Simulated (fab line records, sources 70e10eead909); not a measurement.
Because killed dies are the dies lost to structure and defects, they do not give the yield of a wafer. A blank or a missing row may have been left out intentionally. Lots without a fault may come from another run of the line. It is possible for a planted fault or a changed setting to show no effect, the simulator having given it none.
Which tool was responsible? ; flow nandHarc ; 14 lots with 42 wafers sampled at 4 steps, on a route of 1159 steps

## WHAT THE GAUGES SHOWED, per wafer
NHARC_P_CONTACT_CD_MEAS_12: target cd 90 nm. Usual: cdNm reads 89.7 nm (standard deviation 0.53).
lot;measured;on;cdNm (nm);flag
L352;day 6 06:24;cdSem-01;89.1 89.3 89.1;
L353;day 6 12:23;cdSem-02;89.2 89.9 90.2;
L354;day 6 20:38;cdSem-01;88.7 89.3 89.5;
L357;day 7 07:52;cdSem-01;90.1 89.7 89.2;
L361;day 8 23:59;cdSem-03;89.9 89.5 89.6;
L366;day 9 20:36;cdSem-02;89.7 89.9 89.5;
L367;day 10 02:50;cdSem-01;90.6 90.3 89.6;
L369;day 10 12:56;cdSem-03;90.6 90.4 90.3;
L368;day 10 14:43;cdSem-01;89.9 89.6 90.1;
L370;day 10 22:05;cdSem-01;89.8 90.1 90.4;
L371;day 11 00:26;cdSem-01;88.6 89.1 88.7;
L372;day 11 17:20;cdSem-01;90.0 90.5 90.3;

NHARC_P_CONTACT_OVL_MEAS_13. Usual: overlayXNm -0.1 nm, standard deviation 0.89; overlayYNm 0.2 nm, standard deviation 0.73.
lot;measured;on;overlayXNm (nm);overlayYNm (nm);flag
L352;day 6 06:29;overlay-02;-0.1 -0.2 0.1;-0.7 -1.1 -0.8;
L353;day 6 12:28;overlay-02;-0.4 0.0 0.1;1.5 0.6 0.8;
L354;day 6 20:43;overlay-01;-0.3 -0.1 0.2;-0.2 0.1 0.0;
L357;day 7 07:58;overlay-01;-1.4 -1.2 -1.4;0.6 0.3 0.6;
L361;day 9 00:05;overlay-01;0.0 0.1 0.6;1.0 1.7 1.7;
L366;day 9 20:41;overlay-02;-0.5 -1.1 -1.1;0.6 0.3 0.3;
L367;day 10 02:55;overlay-01;-0.6 -0.2 -0.4;0.2 0.7 0.8;
L369;day 10 13:02;overlay-01;-1.0 -1.0 -0.7;0.3 0.3 0.0;
L368;day 10 14:48;overlay-01;0.5 0.6 0.4;1.2 1.6 1.3;
L370;day 10 22:10;overlay-02;-0.2 0.1 0.2;0.0 -0.3 -0.4;
L371;day 11 00:32;overlay-02;0.4 -0.6 -0.4;0.4 0.0 -0.2;
L372;day 11 17:25;overlay-02;1.0 0.8 0.8;0.1 0.2 0.3;

## TOOL THAT RAN EACH LOT (tool first, then ch and the chambers of the sampled wafers, then the start)
lot;NHARC_P_GATE_STRIP_112;NHARC_P_GATE_RTA_82
L352;plasmaAsher-01 ch 0,1, day 6 00:29;rtpAnneal-01 ch 0, day 6 04:31
L353;plasmaAsher-01 ch 0, day 6 06:30;rtpAnneal-02 ch 0, day 6 10:35
L354;plasmaAsher-02 ch 0,1, day 6 14:50;rtpAnneal-01 ch 0, day 6 19:02
L357;plasmaAsher-01 ch 1, day 7 01:50;rtpAnneal-01 ch 0, day 7 06:06
L358;plasmaAsher-02 ch 0,1, day 7 14:49;rtpAnneal-02, day 7 19:10
L360;plasmaAsher-01 ch 0,1, day 8 15:33;rtpAnneal-01, day 8 20:04
L361;plasmaAsher-01 ch 0,1, day 8 17:03;rtpAnneal-02 ch 0, day 8 22:20
L366;plasmaAsher-01 ch 0,1, day 9 14:30;rtpAnneal-01 ch 0, day 9 18:31
L367;plasmaAsher-02 ch 0,1, day 9 20:56;rtpAnneal-02 ch 0, day 10 01:04
L369;plasmaAsher-01 ch 0,1, day 10 06:58;rtpAnneal-01 ch 0, day 10 11:07
L368;plasmaAsher-01 ch 0,1, day 10 08:37;rtpAnneal-02 ch 0, day 10 12:44
L370;plasmaAsher-02 ch 0,1, day 10 16:01;rtpAnneal-01 ch 0, day 10 20:24
L371;plasmaAsher-02 ch 0,1, day 10 18:36;rtpAnneal-02 ch 0, day 10 22:38
L372;plasmaAsher-02 ch 0,1, day 11 11:06;rtpAnneal-01 ch 0, day 11 15:20
- NHARC_P_GATE_STRIP_112: strips in N2/H2, time 200 s.
- NHARC_P_GATE_RTA_82: time 30 s.

## WHAT THE TOOLS THEMSELVES READ (means of the sampled wafers that have a number; where no wafer has one, the mark that the record gives instead)
NHARC_P_GATE_STRIP_112. Usual: drypumpMotorCurrentA 5.8 A, standard deviation 0.47; heaterPowerW 93 W, standard deviation 7.1.
lot;tool;drypumpMotorCurrentA (A);heaterPowerW (W);flag
L352;plasmaAsher-01;5.7;86;
L353;plasmaAsher-01;5.7;88;
L354;plasmaAsher-02;6.1;98;
L357;plasmaAsher-01;5.6;85;
L358;plasmaAsher-02;6.1;99;
L360;plasmaAsher-01;5.6;85;
L361;plasmaAsher-01;5.6;85;
L366;plasmaAsher-01;5.7;86;
L367;plasmaAsher-02;6.1;99;
L369;plasmaAsher-01;5.6;86;
L368;plasmaAsher-01;5.7;87;
L370;plasmaAsher-02;5.6;101;
L371;plasmaAsher-02;5.6;100;
L372;plasmaAsher-02;5.6;101;

NHARC_P_GATE_RTA_82. Usual: annealTempCMax 452.3, standard deviation 0.49; lampPowerPct 3.60 %, standard deviation 0.16; wafer_temp_C_max 452.4, standard deviation 0.74.
lot;tool;annealTempCMax;lampPowerPct (%);wafer_temp_C_max;flag
L352;rtpAnneal-01;452.6;3.74;451.9;
L353;rtpAnneal-02;451.8;3.42;452.9;
L354;rtpAnneal-01;452.7;3.74;452.1;
L357;rtpAnneal-01;452.5;3.74;451.7;
L358;rtpAnneal-02;-;-;-;OFF
L360;rtpAnneal-01;-;-;-;OFF
L361;rtpAnneal-02;451.7;3.42;453.1;
L366;rtpAnneal-01;452.0;3.74;452.1;
L367;rtpAnneal-02;452.1;3.42;453.1;
L369;rtpAnneal-01;451.9;3.74;452.0;
L368;rtpAnneal-02;451.9;3.42;453.4;
L370;rtpAnneal-01;452.3;3.74;452.0;
L371;rtpAnneal-02;452.0;3.42;452.8;
L372;rtpAnneal-01;452.3;3.74;451.6;

## THE ANSWER, worked out from the rows above alone
Rule: a lot counts as off when the mean over its wafers that have a number is more than 3 standard deviations away from the usual mean. Also off: a lot with no number at a reading for which 4 or more lots have one. The other lots that the step has rows for count as sound. Order of review: gauges by route order, followed by the tools' own readings, for which a lot's mean as printed above is used. At the first step where some lot is off, the reading lying furthest off is the one used; lots without a number count as furthest.
Off: L358, L360 (NHARC_P_GATE_RTA_82, annealTempCMax). Without a number there: L358, L360.
If a tool, at that step or one of the process steps before it, ran each lot that is off and ran no sound lot following the first of them, it fits. Of those tried, none fits.

## WHAT THE SIMULATOR PUT IN
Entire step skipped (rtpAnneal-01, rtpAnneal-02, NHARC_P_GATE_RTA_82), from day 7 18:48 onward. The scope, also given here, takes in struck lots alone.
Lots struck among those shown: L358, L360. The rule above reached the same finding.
